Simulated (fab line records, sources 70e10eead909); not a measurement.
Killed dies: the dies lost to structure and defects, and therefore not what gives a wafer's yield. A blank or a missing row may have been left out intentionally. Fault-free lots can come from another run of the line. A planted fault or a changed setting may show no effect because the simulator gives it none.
fab line records || flow nand_harc
record {"lots": 4, "wafers": 12, "last_day": 24}
route steps=1159 shown A_ONON_D1@438 A_CHANNEL_HOLE_D1@450 END@1159
lots that met no fault: from a run of the same line without faults
start_h: hours from the record's opening day to when the first of the lot's shown wafers began || wait_h: time in hours since the lot's previous step || " the same as in the row above || L1.1+2: several wafers, shown together as one row || - either no value or no given start || * or withheld: withheld || < > ~ a bound
route shown NAME@n: names a module that has steps shown in the file, with the first one's number in the route || usual: mean/standard deviation taken from wafers without a fault || same: alike in all rows || chamber/n: place in a boat || sites: per-site readings || _std_site: the standard deviation of these || _edge_site: mean of outer sites minus mean of inner sites || radius_mm: how far each site lies from the wafer's centre || mask NAME#n: copy n || behind: the most recent tool/chamber to have shaped the wafer || hold: the reason the lot was held/the length of the hold in hours/how it ended || device: transistor that didn't switch, given as n, p or np || end of line: at the end of the route, the tests of the same wafers || step lacking rows: just its recipe || killed: not the wafer's yield, but the dies lost to structure and defects at the first sort || map: a wafer's dies, x killed, . not, _ none there
set.NAME: the setting as run; set.NAME@STEP: as run at that earlier step || model.NAME: the simulator's own value behind a step, which no gauge read
lots seen at some steps along the route; tables by step, rows by wafer
services: a tool's chamber out of use, with start hour (start_h, from the record's first day; less than 0 if before it), hours out, and reason
## steps
# step NHARC_A_ONON_D1_DEP_19
# recipe {"target_thk_a": 10000, "n2_flow_sccm": 2750, "n2o_flow_sccm": 2000, "nh3_flow_sccm": 500, "sih4_flow_sccm": 210, "temp_c": 400}
# step NHARC_A_ONON_D1_DEP_22
# recipe {"target_thk_a": 10000, "n2_flow_sccm": 2750, "n2o_flow_sccm": 2000, "nh3_flow_sccm": 500, "sih4_flow_sccm": 210, "temp_c": 400}
# step NHARC_A_ONON_D1_DEP_25
# recipe {"target_thk_a": 10000, "n2_flow_sccm": 2750, "n2o_flow_sccm": 2000, "nh3_flow_sccm": 500, "sih4_flow_sccm": 210, "temp_c": 400}
# step NHARC_A_ONON_D1_DEP_28
# recipe {"target_thk_a": 10000, "n2_flow_sccm": 2750, "n2o_flow_sccm": 2000, "nh3_flow_sccm": 500, "sih4_flow_sccm": 210, "temp_c": 400}
# step NHARC_A_ONON_D1_DEP_33
# recipe {"target_thk_a": 2000, "temp_c": 400, "pressure_torr": 6.5, "rf_w": 900, "teos_flow_sccm": 161.4, "flow_sccm": 2650, "target_thk_nm": 200, "gas": "O2", "material": "SiO2"}
# step NHARC_A_CHANNEL_HOLE_D1_DEP_00
# recipe {"target_thk_a": 31000, "temp_c": 400, "material": "aC"}
# usual {"susceptor_temp_C": "399.98/0.24", "throttle_valve_pct": "35.000/0.0086"}
{"lot.wafer": "L738.3", "tool": "acl_dep-01", "chamber": 0, "start_h": 199.63, "wait_h": 1.2, "susceptor_temp_C": "-", "throttle_valve_pct": 34.997}
{"lot.wafer": "L738.5", "tool": "acl_dep-01", "chamber": 0, "start_h": 199.63, "wait_h": 1.2, "susceptor_temp_C": "-", "throttle_valve_pct": 34.993}
{"lot.wafer": "L738.6", "tool": "acl_dep-01", "chamber": 0, "start_h": 199.63, "wait_h": 1.2, "susceptor_temp_C": "-", "throttle_valve_pct": 34.995}
{"lot.wafer": "L746.1", "tool": "acl_dep-01", "chamber": 0, "start_h": 265.05, "wait_h": 0.5, "susceptor_temp_C": 399.86, "throttle_valve_pct": 34.996}
{"lot.wafer": "L746.2", "tool": "acl_dep-01", "chamber": 0, "start_h": 265.05, "wait_h": 0.5, "susceptor_temp_C": 399.95, "throttle_valve_pct": 35.005}
{"lot.wafer": "L746.4", "tool": "acl_dep-01", "chamber": 0, "start_h": 265.05, "wait_h": 0.5, "susceptor_temp_C": 399.99, "throttle_valve_pct": 34.997}
{"lot.wafer": "L749.2", "tool": "acl_dep-01", "chamber": 0, "start_h": 275.39, "wait_h": 0.4, "susceptor_temp_C": "-", "throttle_valve_pct": 34.994}
{"lot.wafer": "L749.5", "tool": "acl_dep-01", "chamber": 0, "start_h": 275.39, "wait_h": 0.4, "susceptor_temp_C": "-", "throttle_valve_pct": 35.011}
{"lot.wafer": "L749.6", "tool": "acl_dep-01", "chamber": 0, "start_h": 275.39, "wait_h": 0.4, "susceptor_temp_C": "-", "throttle_valve_pct": 35.000}
{"lot.wafer": "L753.1", "tool": "acl_dep-02", "chamber": 0, "start_h": 299.43, "wait_h": 1.0, "susceptor_temp_C": 399.72, "throttle_valve_pct": 34.997}
{"lot.wafer": "L753.2", "tool": "acl_dep-02", "chamber": 0, "start_h": 299.43, "wait_h": 1.0, "susceptor_temp_C": 399.65, "throttle_valve_pct": 35.007}
{"lot.wafer": "L753.4", "tool": "acl_dep-02", "chamber": 0, "start_h": 299.43, "wait_h": 1.0, "susceptor_temp_C": 400.07, "throttle_valve_pct": 35.008}
# step NHARC_A_CHANNEL_HOLE_D1_DEP_01
# recipe {"target_thk_a": 1400, "target_thk_nm": 140, "temp_c": 400, "pressure_torr": 3.5, "flow_sccm": 200, "rf_w": 350, "material": "SiON"}
# step NHARC_A_CHANNEL_HOLE_D1_DEHYDRATE_02
# recipe {"temp_c": 150, "time_s": 120}
# step NHARC_A_CHANNEL_HOLE_D1_HMDS_03
# recipe {"time_s": 30}
# step NHARC_A_CHANNEL_HOLE_D1_COAT_36
# recipe {"temp_c": 260, "time_s": 75}
# step NHARC_A_CHANNEL_HOLE_D1_COAT_37
# recipe {"temp_c": 225, "time_s": 65}
# step NHARC_A_CHANNEL_HOLE_D1_COAT_04
# recipe {"spin_rpm": 1500, "resist_thk_nm": 90}
# step NHARC_A_CHANNEL_HOLE_D1_SOFTBAKE_05
# recipe {"temp_c": 105, "time_s": 55}
# step NHARC_A_CHANNEL_HOLE_D1_EBR_06
# step NHARC_A_CHANNEL_HOLE_D1_EXPOSE_07
# recipe {"na": 1.35, "target_cd_nm": 100, "sigma_outer": 0.3, "dose_mj": 59.65, "mask_id": "HOLE_D1"}
# step NHARC_A_CHANNEL_HOLE_D1_PEB_08
# recipe {"peb_temp_c": 100, "peb_time_s": 65}
# step NHARC_A_CHANNEL_HOLE_D1_DEVELOP_09
# recipe {"develop_time_s": 35, "dev_temp_c": 23}
# step NHARC_A_CHANNEL_HOLE_D1_INSPECT_12
# usual {"raw_defect_count": "5/3.1"}
{"lot.wafer": "L738.3", "tool": "defect_inspect-02", "chamber": "-", "start_h": 201.75, "wait_h": 0.0, "raw_defect_count": 5}
{"lot.wafer": "L738.5", "tool": "defect_inspect-02", "chamber": "-", "start_h": 201.75, "wait_h": 0.0, "raw_defect_count": 2}
{"lot.wafer": "L738.6", "tool": "defect_inspect-02", "chamber": "-", "start_h": 201.75, "wait_h": 0.0, "raw_defect_count": 5}
{"lot.wafer": "L746.1", "tool": "defect_inspect-02", "chamber": "-", "start_h": 267.84, "wait_h": 0.0, "raw_defect_count": 315}
{"lot.wafer": "L746.2", "tool": "defect_inspect-02", "chamber": "-", "start_h": 267.84, "wait_h": 0.0, "raw_defect_count": 286}
{"lot.wafer": "L746.4", "tool": "defect_inspect-02", "chamber": "-", "start_h": 267.84, "wait_h": 0.0, "raw_defect_count": 328}
{"lot.wafer": "L749.2", "tool": "defect_inspect-02", "chamber": "-", "start_h": 277.98, "wait_h": 0.0, "raw_defect_count": 372}
{"lot.wafer": "L749.5", "tool": "defect_inspect-02", "chamber": "-", "start_h": 277.98, "wait_h": 0.0, "raw_defect_count": 344}
{"lot.wafer": "L749.6", "tool": "defect_inspect-02", "chamber": "-", "start_h": 277.98, "wait_h": 0.0, "raw_defect_count": 322}
{"lot.wafer": "L753.1", "tool": "defect_inspect-01", "chamber": "-", "start_h": 307.90, "wait_h": 0.0, "raw_defect_count": 0}
{"lot.wafer": "L753.2", "tool": "defect_inspect-01", "chamber": "-", "start_h": 307.90, "wait_h": 0.0, "raw_defect_count": 5}
{"lot.wafer": "L753.4", "tool": "defect_inspect-01", "chamber": "-", "start_h": 307.90, "wait_h": 0.0, "raw_defect_count": 10}
# step NHARC_A_CHANNEL_HOLE_D1_DESCUM_15
# recipe {"time_s": 3, "o2_flow_sccm": 200, "ar_flow_sccm": 0, "bias_power_w": 0, "chemistry": "O2"}
# step NHARC_A_CHANNEL_HOLE_D1_ETCH_38
# recipe {"target_depth_a": 390, "over_etch_frac": 0.3, "time_s": 65, "ion_energy_ev": 80, "cf4_flow_sccm": 150, "ar_flow_sccm": 0, "rf_w": 300, "bias_w": 100, "chemistry": "CF4"}
# step NHARC_A_CHANNEL_HOLE_D1_ETCH_39
# recipe {"target_depth_a": 2600, "over_etch_frac": 0.3, "time_s": 325, "ion_energy_ev": 200, "n2_flow_sccm": 150, "h2_flow_sccm": 150, "ar_flow_sccm": 0, "rf_w": 400, "bias_w": 150, "chemistry": "N2/H2"}
# step NHARC_A_CHANNEL_HOLE_D1_ETCH_34
# recipe {"target_depth_a": 1540, "time_s": 77, "cf4_flow_sccm": 100, "chf3_flow_sccm": 30, "ar_flow_sccm": 0, "rf_w": 500, "bias_w": 200, "chemistry": "CF4/CHF3"}
# step NHARC_A_CHANNEL_HOLE_D1_ETCH_16
# recipe {"target_depth_a": 31000, "over_etch_frac": 0.3, "time_s": 806, "ion_energy_ev": 150, "o2_flow_sccm": 400, "cos_flow_sccm": 20, "ar_flow_sccm": 0, "rf_w": 500, "bias_w": 300, "chemistry": "O2/COS"}
# step NHARC_A_CHANNEL_HOLE_D1_ETCH_19
# recipe {"bias_v": 1200, "source_w": 2500, "pressure_mtorr": 15, "time_s": 34.5, "ar_flow_sccm": 375, "c4f8_flow_sccm": 28.8, "o2_flow_sccm": 96.2, "temp_c": -20, "target_depth_a": "*", "chemistry": "C4F8/O2/Ar"}
# step NHARC_A_CHANNEL_HOLE_D1_ETCH_20
# recipe {"bias_v": 3000, "source_w": "withheld", "pressure_mtorr": 20, "time_s": 361.9, "ar_flow_sccm": 375, "c4f8_flow_sccm": 89.3, "o2_flow_sccm": 35.7, "temp_c": -20, "target_depth_a": 16000, "chemistry": "C4F8/O2/Ar"}
# step NHARC_A_CHANNEL_HOLE_D1_ETCH_21
# recipe {"bias_v": 3000, "source_w": "withheld", "pressure_mtorr": 20, "time_s": 514.3, "ar_flow_sccm": 375, "c4f8_flow_sccm": 89.3, "o2_flow_sccm": 35.7, "temp_c": -20, "target_depth_a": 16000, "chemistry": "C4F8/O2/Ar"}
# step NHARC_A_CHANNEL_HOLE_D1_ETCH_22
# recipe {"bias_v": 3000, "source_w": "withheld", "pressure_mtorr": 20, "time_s": 666.7, "ar_flow_sccm": 375, "c4f8_flow_sccm": 89.3, "o2_flow_sccm": 35.7, "temp_c": -20, "target_depth_a": 16000, "chemistry": "C4F8/O2/Ar"}
# step NHARC_A_CHANNEL_HOLE_D1_ETCH_23
# recipe {"bias_v": 5000, "source_w": "withheld", "pressure_mtorr": 20, "time_s": 819, "ar_flow_sccm": 375, "c4f8_flow_sccm": 89.3, "o2_flow_sccm": 35.7, "temp_c": -20, "target_depth_a": 16000, "chemistry": "C4F8/O2/Ar"}
# step NHARC_A_CHANNEL_HOLE_D1_ETCH_24
# recipe {"bias_v": 5000, "source_w": "withheld", "pressure_mtorr": 20, "time_s": 906.2, "ar_flow_sccm": 375, "c4f8_flow_sccm": 93.8, "o2_flow_sccm": 31.2, "temp_c": -20, "target_depth_a": 15000, "chemistry": "C4F8/O2/Ar"}
# step NHARC_A_CHANNEL_HOLE_D1_ETCH_25
# recipe {"bias_v": 5000, "source_w": "withheld", "pressure_mtorr": 20, "time_s": 1040.2, "ar_flow_sccm": 375, "c4f8_flow_sccm": 93.8, "o2_flow_sccm": 31.2, "temp_c": -20, "target_depth_a": 15000, "chemistry": "C4F8/O2/Ar"}
# step NHARC_A_CHANNEL_HOLE_D1_ETCH_26
# recipe {"bias_v": 300, "source_w": 2000, "pressure_mtorr": 30, "time_s": 224.1, "ar_flow_sccm": 375, "c4f8_flow_sccm": 11.4, "o2_flow_sccm": 113.6, "temp_c": -20, "target_depth_a": 3000, "chemistry": "C4F8/O2/Ar"}
# step NHARC_A_CHANNEL_HOLE_D1_ETCH_33
# recipe {"bias_v": 400, "source_w": 2000, "pressure_mtorr": 25, "time_s": 90, "ar_flow_sccm": 375, "c4f8_flow_sccm": 41.7, "o2_flow_sccm": 83.3, "temp_c": -20, "target_depth_a": 4000, "chemistry": "C4F8/O2/Ar"}
# step NHARC_A_CHANNEL_HOLE_D1_INSPECT_40
# usual {"raw_defect_count": "57/19"}
{"lot.wafer": "L738.3", "tool": "defect_inspect-02", "chamber": "-", "start_h": 208.83, "wait_h": "-", "raw_defect_count": 46}
{"lot.wafer": "L738.5", "tool": "defect_inspect-02", "chamber": "-", "start_h": 208.83, "wait_h": "-", "raw_defect_count": 58}
{"lot.wafer": "L738.6", "tool": "defect_inspect-02", "chamber": "-", "start_h": 208.83, "wait_h": "-", "raw_defect_count": 41}
{"lot.wafer": "L746.1", "tool": "defect_inspect-02", "chamber": "-", "start_h": 275.00, "wait_h": "-", "raw_defect_count": 366}
{"lot.wafer": "L746.2", "tool": "defect_inspect-02", "chamber": "-", "start_h": 275.00, "wait_h": "-", "raw_defect_count": 357}
{"lot.wafer": "L746.4", "tool": "defect_inspect-02", "chamber": "-", "start_h": 275.00, "wait_h": "-", "raw_defect_count": 404}
{"lot.wafer": "L749.2", "tool": "defect_inspect-02", "chamber": "-", "start_h": 285.10, "wait_h": "-", "raw_defect_count": 436}
{"lot.wafer": "L749.5", "tool": "defect_inspect-02", "chamber": "-", "start_h": 285.10, "wait_h": "-", "raw_defect_count": 452}
{"lot.wafer": "L749.6", "tool": "defect_inspect-02", "chamber": "-", "start_h": 285.10, "wait_h": "-", "raw_defect_count": 402}
{"lot.wafer": "L753.1", "tool": "defect_inspect-01", "chamber": "-", "start_h": 319.05, "wait_h": "-", "raw_defect_count": 69}
{"lot.wafer": "L753.2", "tool": "defect_inspect-01", "chamber": "-", "start_h": 319.05, "wait_h": "-", "raw_defect_count": 68}
{"lot.wafer": "L753.4", "tool": "defect_inspect-01", "chamber": "-", "start_h": 319.05, "wait_h": "-", "raw_defect_count": 80}
# step NHARC_END_SORT_01
# recipe {"temp_c": 25}
# usual {"killed_at_array": "26/10", "killed_at_other": "0.5/0.87", "killed_at_periphery": "3.0/2.5", "killed_dies": "29/11", "killed_open": "3.3/1.9", "killed_short": "1.8/1.5"}
# same {"gross_dies": 677}
{"lot.wafer": "L746.1", "tool": "prober-02", "chamber": 0, "start_h": 534.24, "wait_h": 2.5, "killed_at_array": 100, "killed_at_other": 1, "killed_at_periphery": 5, "killed_dies": 106, "killed_open": 3, "killed_short": 3}
{"lot.wafer": "L746.2", "tool": "prober-02", "chamber": 0, "start_h": 535.03, "wait_h": 2.8, "killed_at_array": 80, "killed_at_other": 0, "killed_at_periphery": 4, "killed_dies": 84, "killed_open": 2, "killed_short": 2}
{"lot.wafer": "L746.4", "tool": "prober-02", "chamber": 0, "start_h": 536.60, "wait_h": 3.4, "killed_at_array": 89, "killed_at_other": 1, "killed_at_periphery": 5, "killed_dies": 95, "killed_open": 4, "killed_short": 1}
{"lot.wafer": "L749.2", "tool": "prober-01", "chamber": 0, "start_h": 558.72, "wait_h": 2.8, "killed_at_array": 101, "killed_at_other": 1, "killed_at_periphery": 5, "killed_dies": 107, "killed_open": 5, "killed_short": 4}
{"lot.wafer": "L749.5", "tool": "prober-01", "chamber": 0, "start_h": 561.09, "wait_h": 3.7, "killed_at_array": 96, "killed_at_other": 0, "killed_at_periphery": 3, "killed_dies": 99, "killed_open": 3, "killed_short": 1}
{"lot.wafer": "L749.6", "tool": "prober-01", "chamber": 0, "start_h": 561.89, "wait_h": 4.0, "killed_at_array": 83, "killed_at_other": 1, "killed_at_periphery": 3, "killed_dies": 87, "killed_open": 5, "killed_short": 2}
# killed by level:class
L746.1 A_CHANNEL_HOLE_D1:unspecified=81 A_CHANNEL_HOLE_D1:chamber_film_flake=10 A_STAIRCASE:chamber_film_flake=3 A_CHANNEL_FILL_D1:geometric_particle:short=2 P_STI:chamber_film_flake=2 P_GATE:geometric_particle:open=1 P_M0:geometric_particle:open=1 A_CHANNEL_FILL_D1:geometric_particle:open=1
L746.2 A_CHANNEL_HOLE_D1:unspecified=68 A_CHANNEL_HOLE_D1:chamber_film_flake=7 P_GATE:chamber_film_flake=2 A_ONON_D1:geometric_particle:short=1 A_WL_FILL:geometric_particle:short=1 A_WL_FILL:geometric_particle:open=1 A_M0:geometric_particle:open=1 P_ZERO_WELL:chamber_film_flake=1
L746.4 A_CHANNEL_HOLE_D1:unspecified=67 A_CHANNEL_HOLE_D1:chamber_film_flake=11 A_STAIRCASE:chamber_film_flake=3 A_CONTACT:chamber_film_flake=3 P_GATE:chamber_film_flake=2 P_M0:geometric_particle:open=1 A_ONON_D1:geometric_particle:open=1 A_CHANNEL_FILL_D1:geometric_particle:open=1
L749.2 A_CHANNEL_HOLE_D1:unspecified=75 A_CHANNEL_HOLE_D1:chamber_film_flake=11 A_CONTACT:chamber_film_flake=4 A_STAIRCASE:chamber_film_flake=3 A_WL_FILL:geometric_particle:short=2 P_STI:chamber_film_flake=2 P_CONTACT:geometric_particle:open=1 P_M0:geometric_particle:open=1
L749.5 A_CHANNEL_HOLE_D1:unspecified=73 A_CHANNEL_HOLE_D1:chamber_film_flake=10 A_STAIRCASE:chamber_film_flake=5 A_CONTACT:chamber_film_flake=5 P_STI:chamber_film_flake=2 P_GATE:geometric_particle:open=1 A_SOURCE_PLATE:geometric_particle:short=1 A_CHANNEL_FILL_D1:geometric_particle:open=1
L749.6 A_CHANNEL_HOLE_D1:unspecified=69 A_CHANNEL_HOLE_D1:chamber_film_flake=6 A_CONTACT:chamber_film_flake=4 P_GATE:geometric_particle:open=1 P_M0:geometric_particle:short=1 A_WL_FILL:geometric_particle:open=1 A_CONTACT:geometric_particle:open=1 A_CONTACT:geometric_particle:short=1
# map L746.1 (x killed, . not)
____________.____________
_________......._________
_______..........._______
______.............______
_____..........x...._____
____......x..........____
____.................____
___...............x...___
___...................___
__..x.......x..........__
__.....................__
_......................._
_......................._
_x......x.........x..x.._
_...x...............x..._
_......................._
...................x.....
.........................
..x..........xx..........
............xx..x........
.........xxxxxx..........
_.........x.x.xx........_
_........xxxxxxxx......._
_.........xxxxxxx......._
_...x....xxxxxxx.x......_
_.......xxxxxxxxx.x....._
__......xxxxxxxxx......__
__.......xxxxxxxx......__
___......xxxxxxxxx....___
___.......xxxxxxx.....___
____......xxxxxx.....____
____........xxxx.....____
_____.......x......._____
______.............______
_______..........._______
_________......._________
____________.____________
# map L749.2 (x killed, . not)
____________x____________
_________.x..x.._________
_______..........._______
______.......x.....______
_____.........x....._____
____.................____
____.............x..x____
___...................___
___...................___
__................x....__
__.....................__
_......................._
_.......x...x..........x_
_...x............x......_
_......................._
_......................._
.........................
.........................
...............x.........
.........................
x.x.........x.x..........
_...........xx.......x.._
_...........xxxxx......._
_........xxxxxxxx......._
_........xxxxxxxxx......_
_...x....xxxxxxxxx......_
__.......xxxxxxxx......__
__.......xxxxxxx.x.....__
___....xxxxxxxxx......___
___.......xxxxxxx.....___
____....xxxxxxxxx....____
____.....x.xx.xx.....____
_____.....xxxx......_____
______.....xxx.....______
_______....x......_______
_________......._________
____________.____________
## services
{"tool": "acl_dep-01", "chamber": "-", "start_h": 293.07, "hours": 13.0, "kind": "pm"}
## key
first_sign {"step": "NHARC_A_CHANNEL_HOLE_D1_INSPECT_12", "reading": "raw_defect_count", "direction": "up", "sigmas": "99+", "usual": 5, "struck": 328}
effect {"step": "NHARC_A_CHANNEL_HOLE_D1_INSPECT_40", "reading": "raw_defect_count", "direction": "up", "sigmas": 18, "usual": 57, "struck": 403}
effect {"step": "NHARC_END_SORT_01", "reading": "killed_at_array", "direction": "up", "sigmas": 6.6, "usual": 26, "struck": 92}
more_kills_born_at {"NHARC_A_CHANNEL_HOLE_D1_DEP_00@acl_dep-01": 433}
met_at NHARC_A_CHANNEL_HOLE_D1_DEP_00
struck_wafers L746.1,L746.2,L746.4,L749.2,L749.5,L749.6
tester_left_out L746,L749
onset_between 199.63 265.05
fault {"kind": "chamber_particle_source", "tool": "acl_dep-01", "chamber": "-", "onset_h": 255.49, "steps": "NHARC_A_CHANNEL_HOLE_D1_DEP_00", "rate_per_visit_cm2": 0.507, "end_h": 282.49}
# tester_left_out: of these lots the tester's yield and bins aren't shown, on N5 and GAA mostly nor the transistor test; their killed dies are dies lost to structure and defects alone, not to doping, threshold or leakage, so they don't give the yield
